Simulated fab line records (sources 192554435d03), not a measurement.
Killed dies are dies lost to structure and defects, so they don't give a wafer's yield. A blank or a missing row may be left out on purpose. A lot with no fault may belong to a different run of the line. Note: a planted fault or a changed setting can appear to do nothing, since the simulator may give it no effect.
Chamber matching :: flow n5-finfet :: 4 sister chambers for N5_BEOL_M6_STRIP_67 on rie-diel-04
The step strips in CF4. 18 wafers are shown with their chamber, then 9 later ones without.

## WAFERS, EACH WITH ITS CHAMBER
wafer: L078.1
chamber: 3
showerhead-plenum-p-Torr (Torr): 1.72
throttle-valve-pct (%): 13.64
drypump-motor-current-A (A): 5.5

wafer: L078.3
chamber: 0
showerhead-plenum-p-Torr (Torr): 1.77
throttle-valve-pct (%): 13.20
drypump-motor-current-A (A): 5.8

wafer: L078.6
chamber: 0
showerhead-plenum-p-Torr (Torr): 1.77
throttle-valve-pct (%): 13.19
drypump-motor-current-A (A): 5.8

wafer: L079.1
chamber: 2
showerhead-plenum-p-Torr (Torr): 1.83
throttle-valve-pct (%): 13.75
drypump-motor-current-A (A): 5.6

wafer: L079.4
chamber: 1
showerhead-plenum-p-Torr (Torr): 1.73
throttle-valve-pct (%): 13.95
drypump-motor-current-A (A): 6.1

wafer: L079.6
chamber: 2
showerhead-plenum-p-Torr (Torr): 1.83
throttle-valve-pct (%): 13.75
drypump-motor-current-A (A): 5.6

wafer: L082.2
chamber: 3
showerhead-plenum-p-Torr (Torr): 1.71
throttle-valve-pct (%): 13.66
drypump-motor-current-A (A): 5.4

wafer: L082.4
chamber: 2
showerhead-plenum-p-Torr (Torr): 1.83
throttle-valve-pct (%): 13.76
drypump-motor-current-A (A): 5.6

wafer: L082.5
chamber: 0
showerhead-plenum-p-Torr (Torr): 1.77
throttle-valve-pct (%): 13.23
drypump-motor-current-A (A): 5.8

wafer: L083.2
chamber: 1
showerhead-plenum-p-Torr (Torr): 1.73
throttle-valve-pct (%): 13.98
drypump-motor-current-A (A): 6.1

wafer: L083.5
chamber: 1
showerhead-plenum-p-Torr (Torr): 1.73
throttle-valve-pct (%): 13.98
drypump-motor-current-A (A): 6.1

wafer: L083.6
chamber: 3
showerhead-plenum-p-Torr (Torr): 1.71
throttle-valve-pct (%): 13.66
drypump-motor-current-A (A): 5.5

wafer: L080.1
chamber: 3
showerhead-plenum-p-Torr (Torr): 1.71
throttle-valve-pct (%): 13.67
drypump-motor-current-A (A): 5.5

wafer: L080.3
chamber: 2
showerhead-plenum-p-Torr (Torr): 1.83
throttle-valve-pct (%): 13.78
drypump-motor-current-A (A): 5.6

wafer: L080.6
chamber: 3
showerhead-plenum-p-Torr (Torr): 1.71
throttle-valve-pct (%): 13.68
drypump-motor-current-A (A): 5.5

wafer: L087.1
chamber: 2
showerhead-plenum-p-Torr (Torr): 1.83
throttle-valve-pct (%): 13.81
drypump-motor-current-A (A): 5.6

wafer: L087.2
chamber: 1
showerhead-plenum-p-Torr (Torr): 1.72
throttle-valve-pct (%): 14.02
drypump-motor-current-A (A): 6.2

wafer: L087.4
chamber: 3
showerhead-plenum-p-Torr (Torr): 1.71
throttle-valve-pct (%): 13.68
drypump-motor-current-A (A): 5.5

SIGNATURES (averages over the wafers above)
reading: showerhead-plenum-p-Torr
chamber 0: 1.7700
chamber 1: 1.7275
chamber 2: 1.8300
chamber 3: 1.7117
scatter within a chamber: 0.00336

reading: throttle-valve-pct
chamber 0: 13.2067
chamber 1: 13.9825
chamber 2: 13.7700
chamber 3: 13.6650
scatter within a chamber: 0.0225

reading: drypump-motor-current-A
chamber 0: 5.800
chamber 1: 6.125
chamber 2: 5.600
chamber 3: 5.483
scatter within a chamber: 0.0336
Rule: a wafer lies at a distance from a chamber equal to the root of the sum of squares, over the readings, of (its reading less the chamber's mean, divided by the reading's scatter). If the next closest chamber is less than 2 further off than the closest, the wafer can't be placed; otherwise it belongs to the closest. The scatter is the square root of a quotient: the sum, over the shown wafers, of each reading's squared deviation from its chamber's mean, divided by wafers minus chambers.

## WAFERS MISSING THEIR CHAMBER
wafer: L094.4
showerhead-plenum-p-Torr (Torr): 1.71
throttle-valve-pct (%): 13.72
drypump-motor-current-A (A): 5.5

wafer: L094.5
showerhead-plenum-p-Torr (Torr): 1.72
throttle-valve-pct (%): 14.05
drypump-motor-current-A (A): 6.1

wafer: L094.6
showerhead-plenum-p-Torr (Torr): 1.82
throttle-valve-pct (%): 13.84
drypump-motor-current-A (A): 5.6

wafer: L096.2
showerhead-plenum-p-Torr (Torr): 1.70
throttle-valve-pct (%): 13.74
drypump-motor-current-A (A): 5.5

wafer: L096.3
showerhead-plenum-p-Torr (Torr): 1.72
throttle-valve-pct (%): 14.07
drypump-motor-current-A (A): 6.1

wafer: L096.4
showerhead-plenum-p-Torr (Torr): 1.82
throttle-valve-pct (%): 13.86
drypump-motor-current-A (A): 5.6

wafer: L097.1
showerhead-plenum-p-Torr (Torr): 1.72
throttle-valve-pct (%): 14.09
drypump-motor-current-A (A): 6.1

wafer: L097.4
showerhead-plenum-p-Torr (Torr): 1.82
throttle-valve-pct (%): 13.88
drypump-motor-current-A (A): 5.6

wafer: L097.6
showerhead-plenum-p-Torr (Torr): 1.72
throttle-valve-pct (%): 14.08
drypump-motor-current-A (A): 6.1

## WHICH CHAMBER EACH WENT THROUGH
wafer: L094.4
from the rows above: 3
in truth: 3

wafer: L094.5
from the rows above: 1
in truth: 1

wafer: L094.6
from the rows above: 2
in truth: 2

wafer: L096.2
from the rows above: 3
in truth: 3

wafer: L096.3
from the rows above: 1
in truth: 1

wafer: L096.4
from the rows above: 2
in truth: 2

wafer: L097.1
from the rows above: 1
in truth: 1

wafer: L097.4
from the rows above: 2
in truth: 2

wafer: L097.6
from the rows above: 1
in truth: 1
Placed correctly: 9 of 9. Can't be placed from these rows: 0. Placed wrongly: 0.
